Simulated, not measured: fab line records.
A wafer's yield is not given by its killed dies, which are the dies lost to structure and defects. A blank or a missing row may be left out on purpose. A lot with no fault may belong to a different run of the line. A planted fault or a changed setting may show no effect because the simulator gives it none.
Which tool was responsible? -- flow nand harc -- 13 lots with 38 wafers sampled at 4 steps, on a route of 1159 steps

== WHAT THE GAUGES READ, wafer by wafer ==
NHARC_A_BLC_CD_MEAS_10: the cd target is 100 nm.
lot,measured,on,cd nm (nm)
L577,day 16 21:02,cd sem-03,101.0 101.5 101.4
L576,day 16 22:06,cd sem-02,100.5 99.7 99.5
L579,day 17 15:05,cd sem-02,100.5 99.9 98.8
L582,day 18 10:37,cd sem-03,99.8 100.0 100.1
L583,day 18 15:25,cd sem-02,99.5 100.7 101.4
L580,day 18 19:05,cd sem-03,99.8 100.5 99.8
L585,day 19 00:11,cd sem-01,100.2 100.9 100.7
L584,day 19 14:19,cd sem-02,101.0 100.4 100.2
L588,day 20 12:01,cd sem-02,98.5 98.3
L593,day 21 23:27,cd sem-01,100.1 98.9 100.5
L596,day 22 11:24,cd sem-01,99.5 99.9 100.3
L598,day 22 19:49,cd sem-02,98.7 101.0 100.1
L599,day 23 14:04,cd sem-02,99.8 100.8 100.1

== WHAT TOOL EACH LOT RAN ON (gives the tool, then ch and the chambers of the sampled wafers, and finally the start) ==
lot,NHARC_A_CONTACT_ETCH_135,NHARC_A_CONTACT_ETCH_137,NHARC_A_BLC_DEVELOP_09
L577,"har cap etch-03 ch 0,1, day 16 16:58","har cap etch-03 ch 0,1, day 16 17:13","litho track-01 ch 0, day 16 20:00"
L576,"har cap etch-01 ch 0,1, day 16 18:13","har cap etch-01 ch 0,1, day 16 18:27","litho track-01 ch 0, day 16 22:00"
L579,"har cap etch-01 ch 0,1, day 17 04:27","har cap etch-01 ch 0,1, day 17 04:42","litho track-06 ch 0, day 17 15:00"
L582,"har cap etch-03 ch 0,1, day 18 01:34","har cap etch-03 ch 0,1, day 18 01:49","litho track-06 ch 0, day 18 10:00"
L583,"har cap etch-03 ch 0,1, day 18 08:01","har cap etch-03 ch 0,1, day 18 08:16","litho track-01 ch 0, day 18 15:00"
L580,"har cap etch-01 ch 0,1, day 18 15:01","har cap etch-01 ch 0,1, day 18 15:16","litho track-06 ch 0, day 18 19:00"
L585,"har cap etch-03 ch 0,1, day 18 18:06","har cap etch-03 ch 0,1, day 18 18:21","litho track-04 ch 0, day 19 00:00"
L584,"har cap etch-03 ch 0,1, day 19 10:12","har cap etch-03 ch 0,1, day 19 10:26","litho track-04 ch 0, day 19 14:00"
L588,"har cap etch-02 ch 0,1, day 20 03:33","har cap etch-02 ch 0,1, day 20 03:48","litho track-04 ch 0, day 20 11:00"
L593,"har cap etch-02 ch 0,1, day 21 14:56","har cap etch-02 ch 0,1, day 21 15:11","litho track-06 ch 0, day 21 23:00"
L596,"har cap etch-03 ch 0,1, day 22 03:28","har cap etch-03 ch 0,1, day 22 03:43","litho track-06 ch 0, day 22 11:00"
L598,"har cap etch-01 ch 0,1, day 22 13:21","har cap etch-01 ch 0,1, day 22 13:35","litho track-06 ch 0, day 22 19:00"
L599,"har cap etch-02 ch 0,1, day 23 02:48","har cap etch-02 ch 0,1, day 23 03:02","litho track-04 ch 0, day 23 13:00"
- NHARC_A_CONTACT_ETCH_135: etches the open film in C4F8/O2/Ar, time 132 s, target depth 1287 nm.
- NHARC_A_CONTACT_ETCH_137: etches the open film in C4F8/O2/Ar, time 132 s, target depth 1287 nm.
- NHARC_A_BLC_DEVELOP_09: develop time 35 s.

== AS READ BY THE TOOLS THEMSELVES (means over the sampled wafers that have a number; for cases with no such wafer, the mark the record gives instead) ==
NHARC_A_BLC_DEVELOP_09.
lot,tool,resist line temp C (C)
L577,litho track-01,23.06
L576,litho track-01,22.99
L579,litho track-06,23.03
L582,litho track-06,22.87
L583,litho track-01,22.96
L580,litho track-06,23.09
L585,litho track-04,23.16
L584,litho track-04,23.13
L588,litho track-04,23.12
L593,litho track-06,23.15
L596,litho track-06,22.89
L598,litho track-06,22.99
L599,litho track-04,23.01

== THE ANSWER, worked out from the rows above alone ==
Rule: the lots themselves supply what counts as usual. Put in order of their means at a reading, lots are off if they are a third of the lots or fewer, leave a main group of 4 or more, and stand apart from it by a gap of 3 or more times the standard deviation of the main group's means; of several such gaps the widest counts. The tables above print the reading to a certain number of digits; a main group whose means all agree to those digits is not used. A lot without any number at a reading at which 4 lots or more have one is off too. The other lots that the step has rows for count as sound. Order of review: gauges by route order, followed by the tools' own readings, for which a lot's mean as printed above is used. The first step at which some lot is off is used, and at that step the reading that is off furthest; a lot without a number counts as furthest.
Off, at NHARC_A_BLC_CD_MEAS_10 on cd nm: L588. The main group: mean 100.2 nm, standard deviation 0.44.
If a tool, at a process step before that reading, ran all the lots that are off and no sound lot after the first of them, it fits. The gauges at NHARC_A_BLC_CD_MEAS_10 are tried like those tools. None of those tried fits.

== WHAT THE SIMULATOR HAD PUT IN ==
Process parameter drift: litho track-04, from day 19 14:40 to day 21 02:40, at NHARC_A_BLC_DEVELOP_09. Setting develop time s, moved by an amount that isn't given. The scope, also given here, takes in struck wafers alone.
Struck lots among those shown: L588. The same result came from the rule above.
